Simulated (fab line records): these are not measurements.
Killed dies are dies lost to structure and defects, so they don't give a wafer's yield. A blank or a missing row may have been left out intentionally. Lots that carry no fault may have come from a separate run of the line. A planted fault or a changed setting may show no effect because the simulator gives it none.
fab line records | flow n5Finfet
record: lots: 7 | wafers: 39
route steps=1938 shown BEOL_M15@1808
startH: the number of hours between the record's first day and the start of the first shown wafer of the lot | waitH: hours since the lot's step before | " the same as in the row above | L1.1+2: a row that stands for several wafers | - value missing, or start not given | * or withheld: withheld | < > ~ a bound
route shown NAME@n: a module of which the file shows steps, and the number in the route of the first | usual: mean and standard deviation over wafers with no fault | same: alike in all rows | chamber/n: place in a boat | sites: readings site by site | _std_site: their standard deviation | _edge_site: mean of outer sites minus mean of inner sites | radiusMm: how far each site lies from the wafer's centre | mask NAME#n: copy n | behind: the last tool/chamber to shape the wafer | hold: why the lot was held/for how many hours/how that ended | device: which transistor (n, p or np) failed to switch | end of line: the route-end tests of the same wafers | step lacking rows: just its recipe | killed: dies that structure and defects cost at the first sort, which is not the same as the wafer's yield | map: per-die view of a wafer (x killed, . not killed, _ where there is no die)
set.NAME: the setting as run; set.NAME@STEP: as run at that earlier step | model.NAME: the simulator's own value behind a step, which no gauge read
lots whose settings were changed on purpose; a table a step, a row a wafer
== steps ==
step: N5_BEOL_M15_ETCH_61
recipe: chemistry: N2/H2 | target: BARC | targetDepthA: 890 | overetchA: 267 | timeS: 67.9 | ionEnergyEv: 200 | pressureMtorr: 30 | sourceW: 840 | biasW: 150 | n2FlowSccm: 200 | h2FlowSccm: 200
lot.wafer | tool       | chamber | startH | waitH | set.timeS | model.etch.depthNm | model.coat_of_BEOL_M15_COAT_22.thkNm
L075.1    | rieDiel-06 | 2       | 262.59 | 0.0   | 67.9      | 89.33              | 716
L075.2    | "          | 1       | "      | "     | 67.9      | 89.55              | 721.2
L075.3    | "          | 3       | "      | "     | 67.9      | 89.49              | 722.2
L075.4    | "          | 0       | "      | "     | 67.9      | 89.31              | 722.4
L075.5    | "          | 1       | "      | "     | 67.9      | 89.16              | 721.6
L075.6    | "          | 0       | "      | "     | 67.9      | 89.43              | 722.4
L082.1    | rieDiel-03 | 1       | 312.86 | 0.0   | 36.5      | 61.12              | 749.8
L082.2    | "          | 3       | "      | "     | 67.9      | 88.38              | 718.6
L082.3    | "          | 0       | "      | "     | 36.5      | 61.29              | 749.4
L082.4    | "          | 1       | "      | "     | 67.9      | 88.21              | 720
L082.5    | "          | 3       | "      | "     | 36.5      | 60.79              | 750.2
L082.6    | "          | 0       | "      | "     | 67.9      | 88.43              | 721
L084.1    | rieDiel-03 | 0       | 318.58 | 0.0   | 67.9      | 88.65              | 715.2
L084.2    | "          | 1       | "      | "     | 67.9      | 89.13              | 714.8
L084.3    | "          | 3       | "      | "     | 83.66     | 88.77              | 702.6
L084.4    | "          | 1       | "      | "     | 83.66     | 88.89              | 705.2
L084.5    | "          | 3       | "      | "     | 67.9      | 89.07              | 716.8
L084.6    | "          | 0       | "      | "     | 83.66     | 89.08              | 701.6
L083.2    | rieDiel-06 | 1       | 323.29 | 0.0   | 67.9      | 88.96              | 714.8
L083.3    | "          | 2       | "      | "     | 67.9      | 88.91              | 712.2
L083.4    | "          | 3       | "      | "     | 67.9      | 88.67              | 716
L085.1    | rieDiel-03 | 0       | 329.00 | 0.0   | 67.9      | 88.71              | 719.8
L085.2    | "          | 2       | "      | "     | 67.9      | 88.57              | 717
L085.3    | "          | 3       | "      | "     | 28.41     | 47.93              | 755.4
L085.4    | "          | 1       | "      | "     | 28.41     | 47.48              | 754.2
L085.5    | "          | 3       | "      | "     | 67.9      | 88.5               | 718
L085.6    | "          | 0       | "      | "     | 28.41     | 48.44              | 755.4
L090.1    | rieDiel-05 | 0       | 359.60 | 0.0   | 67.9      | 88.85              | 715.8
L090.2    | "          | 1       | "      | "     | 67.9      | 88.58              | 717.2
L090.3    | "          | 2       | "      | "     | 83.03     | 88.6               | 698.8
L090.4    | "          | 3       | "      | "     | 83.03     | 88.64              | 699.2
L090.5    | "          | 1       | "      | "     | 83.03     | 88.68              | 701.2
L090.6    | "          | 2       | "      | "     | 67.9      | 88.36              | 714
L093.1    | rieDiel-05 | 3       | 364.77 | 0.0   | 67.9      | 88.61              | 716.4
L093.2    | "          | 2       | "      | "     | 67.9      | 88.82              | 709.6
L093.3    | "          | 1       | "      | "     | 102.3     | 88.58              | 683.2
L093.4    | "          | 0       | "      | "     | 67.9      | 88.59              | 718.4
L093.5    | "          | 1       | "      | "     | 102.3     | 88.44              | 685.4
L093.6    | "          | 0       | "      | "     | 102.3     | 88.72              | 680.2
step: N5_BEOL_M15_TRENCH_ETCH_34
recipe: chemistry: C4F8/O2/Ar | target: SiO2 | targetDepthA: 8729.3 | heInnerTorr: 15 | heOuterTorr: 30 | timeS: 199 | ionEnergyEv: 800 | pressureMtorr: 20 | sourceW: 1905 | biasW: 2040 | Ar_flow_sccm: 400 | C4F8_flow_sccm: 16 | O2_flow_sccm: 12
lot.wafer | tool       | chamber | startH | waitH | set.timeS@BEOL_M15_ETCH_61 | model.coat_of_BEOL_M15_COAT_22.thkNm
L075.1    | rieDiel-06 | 2       | 262.64 | 0.0   | 67.9                       | 533.8
L075.2    | "          | 1       | "      | "     | 67.9                       | 548.2
L075.3+5  | "          | 3,1     | "      | "     | 67.9                       | 550
L075.4    | "          | 0       | "      | "     | 67.9                       | 548.6
L075.6    | "          | 0       | "      | "     | 67.9                       | 549.2
L082.1    | rieDiel-03 | 1       | 312.91 | 0.0   | 36.5                       | 577.6
L082.2    | "          | 3       | "      | "     | 67.9                       | 550.4
L082.3    | "          | 0       | "      | "     | 36.5                       | 572.6
L082.4    | "          | 1       | "      | "     | 67.9                       | 547.2
L082.5    | "          | 3       | "      | "     | 36.5                       | 582
L082.6    | "          | 0       | "      | "     | 67.9                       | 545
L084.1    | rieDiel-03 | 0       | 318.63 | 0.0   | 67.9                       | 539
L084.2    | "          | 1       | "      | "     | 67.9                       | 542.8
L084.3    | "          | 3       | "      | "     | 83.66                      | 534.8
L084.4    | "          | 1       | "      | "     | 83.66                      | 534.4
L084.5    | "          | 3       | "      | "     | 67.9                       | 549.2
L084.6    | "          | 0       | "      | "     | 83.66                      | 524.8
L083.2    | rieDiel-06 | 1       | 323.34 | 0.0   | 67.9                       | 545.2
L083.3    | "          | 2       | "      | "     | 67.9                       | 531.4
L083.4    | "          | 3       | "      | "     | 67.9                       | 546.8
L085.1    | rieDiel-03 | 0       | 329.05 | 0.0   | 67.9                       | 542.6
L085.2    | "          | 2       | "      | "     | 67.9                       | 539
L085.3    | "          | 3       | "      | "     | 28.41                      | 585.2
L085.4    | "          | 1       | "      | "     | 28.41                      | 581.8
L085.5    | "          | 3       | "      | "     | 67.9                       | 550.2
L085.6    | "          | 0       | "      | "     | 28.41                      | 577.2
L090.1    | rieDiel-05 | 0       | 359.65 | 0.0   | 67.9                       | 542
L090.2    | "          | 1       | "      | "     | 67.9                       | 547.8
L090.3    | "          | 2       | "      | "     | 83.03                      | 519.6
L090.4    | "          | 3       | "      | "     | 83.03                      | 519.2
L090.5    | "          | 1       | "      | "     | 83.03                      | 532.6
L090.6    | "          | 2       | "      | "     | 67.9                       | 534
L093.1    | rieDiel-05 | 3       | 364.82 | 0.0   | 67.9                       | 537.8
L093.2    | "          | 2       | "      | "     | 67.9                       | 530.8
L093.3    | "          | 1       | "      | "     | 102.3                      | 516.2
L093.4    | "          | 0       | "      | "     | 67.9                       | 544
L093.5    | "          | 1       | "      | "     | 102.3                      | 515.8
L093.6    | "          | 0       | "      | "     | 102.3                      | 505.8
== key ==
split: step: N5_BEOL_M15_ETCH_61 | setting: timeS | stated: 67.9 | by: wafer
response: step: N5_BEOL_M15_ETCH_61 | reading: model.etch.depthNm | shape: bent | atLowest: 47.95 | atStated: 88.84 | atHighest: 88.58
response: step: N5_BEOL_M15_ETCH_61 | reading: model.coat_of_BEOL_M15_COAT_22.thkNm | change: -0.634 | per: 1% | r: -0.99
response: step: N5_BEOL_M15_TRENCH_ETCH_34 | reading: model.coat_of_BEOL_M15_COAT_22.thkNm | change: -0.603 | per: 1% | r: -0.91
